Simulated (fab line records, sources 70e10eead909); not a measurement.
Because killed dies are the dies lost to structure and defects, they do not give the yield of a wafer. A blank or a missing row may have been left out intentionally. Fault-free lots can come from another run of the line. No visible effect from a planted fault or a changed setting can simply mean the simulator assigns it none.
Shared-tool check | flow nandHarc | Lots sampled 14, wafers sampled 42

## WHY IT WAS OPENED
Flagged at NHARC_A_ONON_D1_THK_MEAS_14: reading thkNm, on 2 of 14 lots. Wafers without a fault read 998 nm, standard deviation 11.
Rule: flag the lot when none of its wafers has a number, or when each of its wafers that has one lies beyond 4 standard deviations from that mean. As for the other lots, they are considered sound.

lot  | measured     | on           | thkNm (nm), wafer by wafer | flag
L127 | day 7 14:52  | filmMetro-02 | 992 993 991                | 
L128 | day 8 07:10  | filmMetro-01 | 994 994 995                | 
L129 | day 8 07:11  | filmMetro-01 | 1001 1003 1002             | 
L130 | day 8 07:11  | filmMetro-02 | 992 994 992                | 
L131 | day 8 17:47  | filmMetro-02 | 993 994 996                | 
L132 | day 9 05:38  | filmMetro-02 | 993 995 993                | 
L134 | day 9 09:53  | filmMetro-01 | 987 985 987                | 
L136 | day 10 01:57 | filmMetro-01 | 989 988 988                | 
L140 | day 10 20:36 | filmMetro-01 | 1014 1013 1014             | 
L143 | day 11 21:11 | filmMetro-01 | 579 577 578                | FLAGGED
L145 | day 12 01:35 | filmMetro-02 | 1013 1012 1010             | 
L146 | day 12 07:16 | filmMetro-01 | 1005 1005 1006             | 
L147 | day 12 07:29 | filmMetro-02 | 593 592 594                | FLAGGED
L150 | day 13 11:32 | filmMetro-02 | 984 984 984                | 
The numbers of the flagged lots are 586 nm on average: -412 nm against the usual, or -38 standard deviations.

## WHICH TOOL EACH LOT WENT THROUGH
3 process steps preceding the reading are held in the record, out of 1159 steps in the route. Read each cell as the tool, then ch plus the chambers that the sampled wafers visited, then the start.
lot  | flag    | NHARC_P_BONDPAD_DEGAS_25    | NHARC_P_BONDPAD_PVD_17                 | NHARC_A_ONON_D1_DEP_12
L127 |         | pvdSputter-03, day 6 10:11  | pvdSputter-03, day 7 14:18 or earlier  | pecvdOnon-02 ch 0, day 7 14:25
L128 |         | pvdSputter-03, day 7 00:26  | pvdSputter-03, day 8 06:36 or earlier  | pecvdOnon-02 ch 0, day 8 06:43
L129 |         | pvdSputter-03, day 7 02:27  | pvdSputter-03, day 8 06:37 or earlier  | pecvdOnon-04 ch 0, day 8 06:40
L130 |         | pvdSputter-03, day 7 02:33  | pvdSputter-03, day 8 06:37 or earlier  | pecvdOnon-03 ch 0, day 8 06:44
L131 |         | pvdSputter-01, day 7 12:02  | pvdSputter-01, day 8 17:01 or earlier  | pecvdOnon-03 ch 0, day 8 17:17
L132 |         | pvdSputter-01, day 8 00:22  | pvdSputter-01, day 9 05:04 or earlier  | pecvdOnon-02 ch 0, day 9 05:07
L134 |         | pvdSputter-02, day 8 05:49  | pvdSputter-02, day 9 09:19 or earlier  | pecvdOnon-02 ch 0, day 9 09:29
L136 |         | pvdSputter-01, day 8 19:19  | pvdSputter-01, day 10 01:23 or earlier | pecvdOnon-02 ch 0, day 10 01:26
L140 |         | pvdSputter-01, day 9 18:39  | pvdSputter-01, day 10 20:02 or earlier | pecvdOnon-02 ch 0, day 10 20:16
L143 | FLAGGED | pvdSputter-03, day 10 16:46 | pvdSputter-03, day 11 20:37 or earlier | pecvdOnon-02 ch 0, day 11 20:48
L145 |         | pvdSputter-01, day 10 21:44 | pvdSputter-01, day 12 01:01 or earlier | pecvdOnon-03 ch 0, day 12 01:11
L146 |         | pvdSputter-01, day 11 04:44 | pvdSputter-01, day 12 06:42 or earlier | pecvdOnon-04 ch 0, day 12 06:46
L147 | FLAGGED | pvdSputter-02, day 11 02:59 | pvdSputter-02, day 12 06:55 or earlier | pecvdOnon-02 ch 0, day 12 07:08
L150 |         | pvdSputter-02, day 12 05:04 | pvdSputter-02, day 13 10:59 or earlier | pecvdOnon-04 ch 0, day 13 11:02
What these steps do:
- NHARC_P_BONDPAD_DEGAS_25: time 60 s.
- NHARC_P_BONDPAD_PVD_17: deposits TaN, target thk 5 nm, time 8.06 s.
- NHARC_A_ONON_D1_DEP_12: target thk 1000 nm.
- NHARC_A_ONON_D1_THK_MEAS_14: measures by ellipsometry.

## FLAGGED OVER TOTAL, TOOL BY TOOL (the gauges that took the reading come last)
step                        | tool          | lots run | flagged | share of the flagged lots | sound lots run after its first flagged lot
NHARC_P_BONDPAD_DEGAS_25    | pvdSputter-01 | 6        | 0       | none                      | -
NHARC_P_BONDPAD_DEGAS_25    | pvdSputter-02 | 3        | 1       | some                      | 1 (L150)
NHARC_P_BONDPAD_DEGAS_25    | pvdSputter-03 | 5        | 1       | some                      | 0
NHARC_P_BONDPAD_PVD_17      | pvdSputter-01 | 6        | 0       | none                      | -
NHARC_P_BONDPAD_PVD_17      | pvdSputter-02 | 3        | 1       | some                      | 1 (L150)
NHARC_P_BONDPAD_PVD_17      | pvdSputter-03 | 5        | 1       | some                      | 0
NHARC_A_ONON_D1_DEP_12      | pecvdOnon-02  | 8        | 2       | all                       | 0
NHARC_A_ONON_D1_DEP_12      | pecvdOnon-03  | 3        | 0       | none                      | -
NHARC_A_ONON_D1_DEP_12      | pecvdOnon-04  | 3        | 0       | none                      | -
NHARC_A_ONON_D1_THK_MEAS_14 | filmMetro-01  | 7        | 1       | some                      | 1 (L146)
NHARC_A_ONON_D1_THK_MEAS_14 | filmMetro-02  | 7        | 1       | some                      | 1 (L150)
Because NHARC_P_BONDPAD_PVD_17 lacks a start for some lots, the hours and order of its lots are taken from NHARC_A_ONON_D1_THK_MEAS_11.

## WHAT THE TABLE PERMITS
All flagged lots share 1 row of the table, namely pecvdOnon-02 at NHARC_A_ONON_D1_DEP_12.
- pecvdOnon-02 at NHARC_A_ONON_D1_DEP_12: 2 of its 8 lots flagged. Its last sound lot is L140 (day 10 20:16), its first flagged lot L143 (day 11 20:48): a fault that began between those two fits.
pecvdOnon-02 at NHARC_A_ONON_D1_DEP_12 is the single tool remaining.

## WHAT WAS PUT IN BY THE SIMULATOR
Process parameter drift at NHARC_A_ONON_D1_DEP_12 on pecvdOnon-02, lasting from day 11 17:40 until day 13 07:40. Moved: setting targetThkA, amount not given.
Lots struck among those shown: L143, L147. The rule above found the same.
